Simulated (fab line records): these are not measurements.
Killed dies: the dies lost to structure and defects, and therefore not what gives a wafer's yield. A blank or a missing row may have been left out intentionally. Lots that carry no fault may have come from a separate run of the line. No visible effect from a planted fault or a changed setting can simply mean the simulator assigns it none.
fab line records	flow nand_harc
record: lots: 13	wafers: 39	last_day: 34
route steps=1302 shown A_DECK1_JOINT@525 A_ONON_D2@557 END@1302
lots that met no fault: from a run of the same line without faults
start_h: hours from the record's first day to the start of the lot's first wafer shown	wait_h: hours from the lot's prior step to this one	" same as the row above	L1.1+2: several wafers, shown together as one row	- no value, or no start was given	* or withheld: withheld	< > ~ a bound
route shown NAME@n: names a module that has steps shown in the file, with the first one's number in the route	usual: the fault-free wafers' mean and standard deviation	same: alike in all rows	chamber/n: place in a boat	sites: readings site by site	_std_site: the values' standard deviation	_edge_site: inner sites' mean taken away from outer sites' mean	radius_mm: for every site, how far away it sits from the centre of the wafer	mask NAME#n: copy n	behind: the tool/chamber that last shaped the wafer	hold: the reason the lot was held/the length of the hold in hours/how it ended	device: names the non-switching transistor (n, p or np)	end of line: tests run on the same wafers once the route is complete	a step given without rows: its recipe and nothing more	killed: count of dies lost to structure and defects at first sort (not the wafer's yield)	map: shows each die of a wafer: x if killed, . if not, _ if none is there
set.NAME: the setting as run; set.NAME@STEP: as run at that earlier step	model.NAME: the simulator's own value behind a step, which no gauge read
a sample of lots followed through the steps of the route, with each step as a table and each wafer as a row
services: from which hour (start_h, from the record's first day; less than 0 if before it) a tool's chamber was out of use, for how many hours, and why
== steps ==
step: NHARC_A_DECK1_JOINT_ETCH_11
recipe: target_depth_a: 350	chemistry: dHF	material: SiO2
lot.wafer	tool	chamber	start_h	wait_h
L183.1+2+6	wet_bench-02	6,0,1	235.59	0.1
L184.4+6+3	wet_bench-01	1,5,6	253.58	0.0
L185.6+1+2	wet_bench-09	3,4,5	253.60	0.0
L188.4+5+6	wet_bench-09	5,1,2	296.26	0.0
L194.2+4+1	wet_bench-01	7,1,2	357.09	0.1
L195.1+6+2	wet_bench-01	1,4,5	366.78	0.0
L199.2+5+3	wet_bench-02	0,1,5	394.60	0.0
L200.1+4+6	wet_bench-02	2,3,4	420.27	0.0
L202.1+3+4	wet_bench-09	7,0,2	436.66	0.0
L203.2+5+6	wet_bench-01	3,7,0	436.66	0.0
L204.2+1+3	wet_bench-09	2,3,4	456.32	0.1
L205.3+6+4	wet_bench-09	6,7,0	456.48	0.2
L206.2+4+3	wet_bench-09	7,0,1	469.49	0.1
step: NHARC_A_DECK1_JOINT_ETCHBACK_00
recipe: target_depth_a: 300	time_s: 17.4	hbr_flow_sccm: 150	rf_w: 350	icp_w: 350	bias_w: 60	chemistry: HBr
usual: drypump_motor_current_A: 5.8/0.34	hbr_flow_sccm: 150.0/0.42	oes_product_au: 0.996/0.0094	throttle_valve_pct: 23.266/0.0087
lot.wafer	tool	chamber	start_h	wait_h	drypump_motor_current_A	hbr_flow_sccm	oes_product_au	rf_hours_counter_h	throttle_valve_pct
L183.1	rie_si-03	1	241.47	0.1	6.2	149.9	0.984	0.0	23.261
L183.2	"	2	"	"	6.2	150.0	0.992	0.1	23.261
L183.6	"	2	"	"	6.2	150.3	1.005	-	23.260
L184.4	rie_si-05	3	259.50	0.1	6.2	150.1	1.025	0.7	23.259
L184.3	"	0	"	"	5.9	150.3	0.983	0.9	23.279
L184.6	"	3	"	"	6.2	149.9	1.021	-	23.266
L185.1	rie_si-02	3	259.52	0.1	5.6	149.6	1.007	1.2	23.265
L185.2	"	1	"	"	5.6	150.2	0.993	0.2	23.268
L185.6	"	3	"	"	5.5	150.3	1.003	-	23.267
L188.4	rie_si-05	0	302.13	0.1	5.9	149.9	0.992	1.1	23.252
L188.6	"	2	"	"	5.4	150.1	1.004	-	23.267
L188.5	"	3	"	"	6.2	149.9	1.005	-	23.272
L194.1	rie_si-02	3	362.98	0.1	5.5	150.0	0.991	0.3	23.263
L194.2	"	0	"	"	5.1	150.3	0.991	0.6	23.270
L194.4	"	2	"	"	6.0	150.2	0.999	0.5	23.259
L195.2	rie_si-02	3	372.71	0.1	5.5	150.5	0.992	0.5	23.285
L195.1	"	0	"	"	5.2	150.1	0.996	0.6	23.272
L195.6	"	0	"	"	5.2	150.1	0.995	-	23.270
L199.2	rie_si-02	0	400.44	0.1	5.1	149.8	0.992	0.8	23.263
L199.3	"	1	"	"	5.6	149.6	0.993	0.7	23.290
L199.5	"	2	"	"	6.0	150.2	1.004	-	23.271
L200.4	rie_si-03	2	426.02	0.1	6.2	149.6	1.002	0.1	23.274
L200.1	"	3	"	"	6.1	150.2	1.007	0.1	23.257
L200.6	"	1	"	"	6.2	150.3	0.997	-	23.262
L203.2	rie_si-03	0	442.57	0.1	6.0	149.8	0.994	0.2	23.272
L203.6	"	0	"	"	5.9	150.1	1.011	-	23.258
L203.5	"	1	"	"	6.2	150.1	0.985	-	23.257
L202.3	rie_si-02	3	442.61	0.1	5.5	149.6	0.988	0.9	23.269
L202.1	"	1	"	"	5.6	150.1	1.001	1.0	23.272
L202.4	"	1	"	"	5.6	150.3	0.991	-	23.268
L204.2	rie_si-05	2	462.14	0.1	5.4	150.2	0.991	1.1	23.267
L204.3	"	0	"	"	5.9	149.6	0.984	1.1	23.253
L204.1	"	1	"	"	6.0	149.3	0.995	1.0	23.256
L205.4	rie_si-03	2	462.20	0.1	6.2	150.2	1.001	0.3	23.256
L205.3	"	3	"	"	6.1	149.8	1.002	0.2	23.262
L205.6	"	0	"	"	5.9	149.7	1.004	-	23.275
L206.4	rie_si-05	2	475.38	0.1	5.4	149.8	0.982	1.2	23.269
L206.3	"	0	"	"	5.9	150.5	0.992	1.2	23.274
L206.2	"	1	"	"	6.1	150.2	0.996	1.0	23.279
step: NHARC_A_DECK1_JOINT_DEP_16
recipe: target_thk_a: 450	temp_c: 400	pressure_torr: 6.5	rf_w: 900	teos_flow_sccm: 161.4	flow_sccm: 2650	target_thk_nm: 45	gas: O2	material: SiO2
usual: heater_power_w: 535/79	throttle_valve_pct: 16.1/0.45
lot.wafer	tool	chamber	start_h	wait_h	heater_power_w	since_wet_clean_h	throttle_valve_pct
L183.2	pecvd-01	1	261.56	0.1	581	119	16.3
L183.1	"	0	"	"	472	119	16.0
L183.6	"	1	"	"	582	-	16.0
L185.2	pecvd-03	1	283.37	0.1	394	85	16.0
L185.1	"	2	"	"	567	85	15.9
L185.6	"	1	"	"	407	-	16.0
L184.3	pecvd-01	2	283.45	0.1	481	140	16.2
L184.4	"	0	"	"	477	-	16.2
L184.6	"	2	"	"	498	-	16.4
L188.5	pecvd-03	0	327.63	0.2	616	-	17.1
L188.4	"	1	"	"	414	-	15.5
L188.6	"	2	"	"	667	-	16.3
L194.2	pecvd-03	0	385.20	0.1	543	6	16.6
L194.1	"	1	"	"	473	6	15.7
L194.4	"	1	"	"	477	-	15.7
L195.1	pecvd-01	1	396.22	0.1	546	72	16.3
L195.2	"	2	"	"	594	72	15.6
L195.6	"	0	"	"	519	-	15.9
L199.2	pecvd-01	2	422.60	0.1	610	99	16.0
L199.3	"	0	"	"	479	99	16.4
L199.5	"	1	"	"	572	-	15.9
L200.1	pecvd-01	0	447.80	0.1	438	124	16.2
L200.4	"	2	"	"	560	-	16.2
L200.6	"	0	"	"	436	-	16.1
L202.1	pecvd-03	2	465.95	0.1	586	87	15.6
L202.3	"	1	"	"	381	87	16.0
L202.4	"	0	"	"	622	-	16.6
L203.2	pecvd-01	2	465.99	0.1	570	142	16.1
L203.5	"	2	"	"	579	-	16.0
L203.6	"	1	"	"	554	-	16.3
L205.3	pecvd-03	0	487.76	0.1	572	109	17.0
L205.6	"	0	"	"	573	-	16.9
L205.4	"	1	"	"	464	-	16.0
L204.1	pecvd-01	1	487.76	0.1	456	164	16.3
L204.2	"	2	"	"	616	164	16.2
L204.3	"	0	"	"	463	164	16.6
L206.2	pecvd-03	0	510.87	0.1	590	132	17.1
L206.3	"	1	"	"	406	132	15.9
L206.4	"	1	"	"	413	-	15.8
step: NHARC_A_ONON_D2_THK_MEAS_18
recipe: thk_meas_gauge: ellipsometry
usual: thk_nm: 1004/9.7
lot.wafer	tool	chamber	start_h	wait_h	thk_nm
L183.1	film_metro-02	-	272.52	-	996
L183.2	"	-	"	"	997
L183.6	"	-	"	"	997
L185.1	film_metro-01	-	293.84	-	1007
L185.2	"	-	"	"	1008
L185.6	"	-	"	"	1006
L184.3	film_metro-02	-	293.85	-	1009
L184.4	"	-	"	"	1007
L184.6	"	-	"	"	1008
L188.4	film_metro-01	-	338.67	-	1014
L188.5	"	-	"	"	1014
L188.6	"	-	"	"	1015
L194.1	film_metro-01	-	396.69	-	999
L194.2	"	-	"	"	997
L194.4	"	-	"	"	997
L195.1	film_metro-01	-	412.06	-	1007
L195.2	"	-	"	"	1008
L195.6	"	-	"	"	1006
L199.2	film_metro-01	-	432.98	-	1005
L199.3	"	-	"	"	1004
L199.5	"	-	"	"	1007
L200.1	film_metro-01	-	458.32	-	1012
L200.4	"	-	"	"	1013
L200.6	"	-	"	"	1013
L203.2	film_metro-01	-	476.36	-	982
L203.5	"	-	"	"	982
L203.6	"	-	"	"	981
L202.1	film_metro-02	-	476.37	-	998
L202.3	"	-	"	"	1000
L202.4	"	-	"	"	1000
L204.1	film_metro-01	-	498.63	-	986
L204.2	"	-	"	"	988
L204.3	"	-	"	"	985
L205.3	film_metro-02	-	498.64	-	1006
L205.4	"	-	"	"	1005
L205.6	"	-	"	"	1003
L206.2	film_metro-01	-	523.92	-	1008
L206.3	"	-	"	"	1009
L206.4	"	-	"	"	1007
step: NHARC_END_SORT_01
recipe: temp_c: 25
usual: killed_at_array: 53/21	killed_at_other: 1.1/1.5	killed_at_periphery: 3.9/2.7	killed_dies: 58/21	killed_open: 3.4/1.9	killed_short: 2.3/1.5
same: gross_dies: 677
lot.wafer	tool	chamber	start_h	wait_h	killed_at_array	killed_at_other	killed_at_periphery	killed_dies	killed_open	killed_short
L188.4	prober-02	0	622.86	3.4	51	0	8	59	3	1
L188.5	prober-02	0	623.66	3.7	62	0	7	69	6	1
L188.6	prober-02	0	624.46	4.0	62	2	4	68	2	1
L194.1	prober-01	0	677.37	2.5	150	1	3	154	1	6
L194.2	prober-01	0	678.16	2.8	107	0	8	115	2	2
L194.4	prober-01	0	679.76	3.4	138	0	5	143	2	1
L195.1	prober-02	0	695.75	2.5	168	0	1	169	3	3
L195.2	prober-02	0	696.56	2.8	145	0	2	147	1	3
L195.6	prober-02	0	699.80	4.0	154	0	3	157	4	2
killed by level:class
L188.4 A_SLIT:chamber_film_flake=31 A_CHANNEL_HOLE_D2:chamber_film_flake=6 P_BONDPAD:chamber_film_flake=5 A_CONTACT:chamber_film_flake=3 A_CHANNEL_HOLE_D1:chamber_film_flake=2 A_CHANNEL_FILL_D1:chamber_film_flake=2 A_WL_FILL:chamber_film_flake=2 P_GATE:geometric_particle:open=1
L188.5 A_SLIT:chamber_film_flake=27 A_CHANNEL_HOLE_D2:chamber_film_flake=17 A_CONTACT:chamber_film_flake=5 P_BONDPAD:chamber_film_flake=3 A_CHANNEL_HOLE_D1:chamber_film_flake=3 P_CONTACT:geometric_particle:open=2 A_CHANNEL_FILL_D2:chamber_film_flake=2 P_M0:geometric_particle:short=1
L188.6 A_SLIT:chamber_film_flake=28 A_CHANNEL_HOLE_D2:chamber_film_flake=15 P_BONDPAD:chamber_film_flake=4 A_CONTACT:chamber_film_flake=4 A_M0:chamber_film_flake=4 A_CHANNEL_HOLE_D1:chamber_film_flake=3 A_CHANNEL_FILL_D1:chamber_film_flake=3 A_M0:geometric_particle:open=2
L194.1 A_DECK1_JOINT:unspecified=92 A_SLIT:chamber_film_flake=33 A_STAIRCASE:chamber_film_flake=6 A_CHANNEL_HOLE_D1:chamber_film_flake=5 A_BLC:chamber_film_flake=4 A_CONTACT:chamber_film_flake=3 P_CONTACT:chamber_film_flake=2 P_STI:geometric_particle:short=1
L194.2 A_DECK1_JOINT:unspecified=59 A_SLIT:chamber_film_flake=25 A_BLC:chamber_film_flake=7 P_CONTACT:chamber_film_flake=5 A_CHANNEL_HOLE_D1:chamber_film_flake=5 A_CONTACT:chamber_film_flake=3 A_M0:geometric_particle:open=2 P_STI:chamber_film_flake=2
L194.4 A_DECK1_JOINT:unspecified=97 A_SLIT:chamber_film_flake=24 A_CHANNEL_HOLE_D1:chamber_film_flake=6 A_CONTACT:chamber_film_flake=5 P_CONTACT:chamber_film_flake=4 A_BLC:chamber_film_flake=2 A_DECK1_JOINT:geometric_particle:open=1 A_WL_FILL:geometric_particle:short=1
L195.1 A_DECK1_JOINT:unspecified=92 A_SLIT:chamber_film_flake=34 A_CHANNEL_HOLE_D1:chamber_film_flake=32 A_STAIRCASE:chamber_film_flake=3 P_M2:geometric_particle:open=1 A_CHANNEL_FILL_D1:geometric_particle:short=1 A_ONON_D2:geometric_particle:short=1 A_CHANNEL_FILL_D2:geometric_particle:short=1
L195.2 A_DECK1_JOINT:unspecified=99 A_SLIT:chamber_film_flake=28 A_CHANNEL_HOLE_D1:chamber_film_flake=10 A_CONTACT:chamber_film_flake=2 P_CONTACT:geometric_particle:open=1 A_SOURCE_PLATE:geometric_particle:short=1 A_CHANNEL_FILL_D1:geometric_particle:short=1 A_WL_FILL:geometric_particle:short=1
L195.6 A_DECK1_JOINT:unspecified=88 A_CHANNEL_HOLE_D1:chamber_film_flake=27 A_SLIT:chamber_film_flake=27 A_CONTACT:chamber_film_flake=3 P_STI:chamber_film_flake=2 A_WL_FILL:chamber_film_flake=2 A_SGD_CUT:geometric_particle:open=1 A_CHANNEL_HOLE_D1:geometric_particle:short=1
== services ==
tool	chamber	start_h	hours	kind
rie_si-03	-	221.00	9.0	pm
rie_si-03	1	234.68	2.4	repair
rie_si-05	1	244.04	2.1	repair
pecvd-01	-	249.15	0.8	repair
rie_si-05	-	274.00	0.6	repair
rie_si-02	3	274.94	33.5	repair
rie_si-02	-	277.00	9.0	pm
wet_bench-01	-	277.60	8.0	pm
rie_si-05	-	305.00	9.0	pm
pecvd-03	-	306.01	1.7	repair
pecvd-01	-	311.00	13.0	pm
rie_si-03	1	323.49	7.5	repair
rie_si-03	-	329.96	3.4	repair
rie_si-03	2	342.29	2.3	repair
wet_bench-09	-	352.80	8.0	pm
pecvd-03	-	366.00	13.0	pm
pecvd-01	-	369.67	0.7	repair
pecvd-03	1	394.53	6.1	repair
pecvd-01	-	397.27	0.7	repair
pecvd-01	-	434.25	1.3	repair
rie_si-02	0	441.70	2.1	repair
rie_si-02	-	454.00	9.0	pm
rie_si-02	3	479.53	5.3	repair
pecvd-01	-	492.00	13.0	pm
== key ==
first_sign: step: NHARC_END_SORT_01	reading: killed_at_array	direction: up	sigmas: 4.4	usual: 53	struck: 144
effect: step: NHARC_END_SORT_01	reading: killed_dies	direction: up	sigmas: 4.1	usual: 58	struck: 148
more_kills_born_at: NHARC_A_DECK1_JOINT_ETCH_11@wet_bench-01: 527
met_at NHARC_A_DECK1_JOINT_ETCH_11
struck_lots L194,L195
tester_left_out L194,L195
not_acting_at NHARC_A_DECK1_JOINT_ETCHBACK_00,NHARC_A_DECK1_JOINT_DEP_16,NHARC_A_ONON_D2_THK_MEAS_18
onset_between 253.58 357.09
fault: kind: chamber_particle_source	tool: wet_bench-01	chamber: -	onset_h: 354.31	steps: NHARC_A_DECK1_JOINT_ETCH_11	rate_per_visit_cm2: 1.4306	end_h: 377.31
tester_left_out: of these lots the tester's yield and bins aren't shown, on N5 and GAA mostly nor the transistor test; their killed dies are dies lost to structure and defects alone, not to doping, threshold or leakage, so they don't give the yield
